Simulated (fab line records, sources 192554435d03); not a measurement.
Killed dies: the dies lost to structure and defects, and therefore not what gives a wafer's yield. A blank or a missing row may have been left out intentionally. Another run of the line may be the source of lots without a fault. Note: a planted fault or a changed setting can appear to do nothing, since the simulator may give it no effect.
Chamber matching    flow n5 finfet    4 sister chambers for N5_BEOL_M15_ETCH_57 on rie diel-03
The step etches SOC in N2/H2, time 750 s. 4 wafers are shown with their chamber, then 11 later ones without.

WAFERS WITH THEIR CHAMBER
wafer   chamber  drypump motor current A (A)
L081.5  3        6.4
L088.1  2        6.6
L088.3  1        5.9
L091.1  0        5.2

WAFERS WITH NO CHAMBER GIVEN
wafer   drypump motor current A (A)
L091.2  5.8
L091.4  6.4
L092.1  5.3
L092.3  5.8
L092.4  6.5
L094.2  6.4
L094.3  6.6
L094.5  5.2
L096.4  6.5
L096.5  5.8
L096.6  6.4

THE CHAMBER EACH PASSED THROUGH
wafer   from the rows above      in truth
L091.2  1                        1
L091.4  3                        3
L092.1  0                        0
L092.3  1                        1
L092.4  can't be placed: 2 or 3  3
L094.2  3                        3
L094.3  2                        2
L094.5  0                        0
L096.4  can't be placed: 2 or 3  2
L096.5  1                        1
L096.6  3                        3
Placed correctly: 9 of 11. From these rows, 2 cannot be placed; in 2 the true chamber is one of the candidates. 0 placed wrongly.
How it was worked out, from the rows above alone: a wafer's distance from a chamber is the root of the sum, over the readings, of the square of ((its reading less the chamber's mean) divided by the reading's scatter). If the next closest chamber is less than 2 further off than the closest, the wafer can't be placed; otherwise it belongs to the closest. The mean given for a chamber averages the wafers shown for that chamber. The scatter: root of mean squared gap, hidden wafer to nearest shown wafer, with one shown wafer a chamber.
